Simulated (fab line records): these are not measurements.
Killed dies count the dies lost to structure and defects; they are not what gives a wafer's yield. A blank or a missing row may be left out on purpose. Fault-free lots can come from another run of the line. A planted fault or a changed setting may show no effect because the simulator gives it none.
A lot that was struck, set against a sound lot | flow n5 finfet | 16 out of 1938 route steps
Sound: the wafers L324.1, L324.4, L324.6. Struck: wafer L314.2. (L314.3, L314.4 of the same lot were not struck and are left out.) The cause comes at the end.
Each step with rows lists, per side, the tool, then ch with its chambers, then its first start. Under that, the readings that differ: sound wafers | struck wafers | difference of the means | sigmas: that difference in standard deviations of wafers without a fault.
alike: readings whose means differ by less than 2 such deviations, and words and numbers that are the same on both sides. not compared: withheld readings, readings that some wafer has no value for, bounds like >300 that may hide the same value, and numbers for which the record gives no deviation and whose values overlap.
A row with sigmas, a row that says differs or no value, or rows on one side alone: a step with any of these is where the two part. Non-overlapping numbers with no deviation appear without sigmas and do not part them. A reading missing from all wafers of one side parts the sides only when that side holds two or more wafers.

first, 1 step without rows for these wafers: N5_BEOL_M5_ALD_86 (deposits TaN, pulse time 2 s, purge time 3 s, co reactant purge time 2 s).
N5_BEOL_M5_SURFACE_TREAT_87:
  sound on pvd sputter-01, day 13 13:34; struck on pvd sputter-01, day 11 02:33
  not compared: throttle valve pct
then, 1 step without rows for these wafers: N5_BEOL_M5_CVD_47 (deposits Co from CCTBA/H2, target thk 3 nm, time 216 s).
N5_BEOL_M5_SPUTTER_48: material Cu, target thk 15 nm, time 27.62 s.
  sound on pvd sputter-01, day 13 13:49; struck on pvd sputter-02, day 11 02:53
  alike: chuck sensor temp C, substrate temp c, throttle valve pct
then, 2 steps without rows for these wafers: N5_BEOL_M5_ANNEAL_49 (time 1800 s); N5_BEOL_M5_SPUTTER_81 (material Cu, target thk 15 nm, time 27.62 s).
N5_BEOL_M5_ANNEAL_82: time 1800 s.
  sound on pvd sputter-01, day 13 14:59; struck on pvd sputter-02, day 11 04:02
  alike: heater power w
then, 2 steps without rows for these wafers: N5_BEOL_M5_SPUTTER_83 (material Cu, target thk 15 nm, time 27.62 s); N5_BEOL_M5_ANNEAL_84 (time 1800 s).
N5_BEOL_M5_SPUTTER_88: material Cu, target thk 15 nm, time 27.62 s.
  sound on pvd sputter-01, day 13 17:05; struck on pvd sputter-02, day 11 06:08
  alike: chuck sensor temp C, substrate temp c, throttle valve pct
then, 2 steps without rows for these wafers: N5_BEOL_M5_ANNEAL_89 (time 1800 s); N5_BEOL_M5_SPUTTER_90 (material Cu, target thk 4.5 nm, time 8.29 s).
N5_BEOL_M5_ECD_50: material Cu, target thk 300 nm.
  sound on ecd cu-01 ch 0, day 13 18:17; struck on ecd cu-01 ch 1, day 11 07:20
  reading                                | sound           | struck | difference | sigmas
  model.Cu_of_BEOL_M5_ECD_50.thk nm (nm) | 298.2 302 296.6 | 485.8  | +186.9     |
N5_BEOL_M5_ANNEAL_51: time 90 s.
  sound on rtp anneal-02 ch 0, day 13 18:22; struck on rtp anneal-01 ch 0, day 11 07:28
  alike: wafer_temp_C_max
N5_BEOL_M5_CMP_52: polishes, stops on SiCOH lowk, t overpolish 6.9 s, target thk 62 nm.
  sound on cmp-02 ch 0,2,3, day 13 18:43; struck on cmp-04 ch 2, day 11 07:43
  reading                | sound          | struck | difference | sigmas
  motor current A (A)    | 5.9 5.6 5.8    | 7.1    | +1.3       | +3
  time to endpoint s (s) | 57.6 58.8 61.0 | 96.4   | +37.3      | +13
N5_BEOL_M5_THK_MEAS_53: measures by xrf.
  sound on film metro-02, day 13 18:58; struck on film metro-02, day 11 08:01
  alike: M5_THK

WHERE THEY PART
At N5_BEOL_M5_CMP_52 and nowhere else, as far as this record goes. Later steps at which nothing parts them and some readings are alike: N5_BEOL_M5_THK_MEAS_53.

WHY: what had been put in by the simulator
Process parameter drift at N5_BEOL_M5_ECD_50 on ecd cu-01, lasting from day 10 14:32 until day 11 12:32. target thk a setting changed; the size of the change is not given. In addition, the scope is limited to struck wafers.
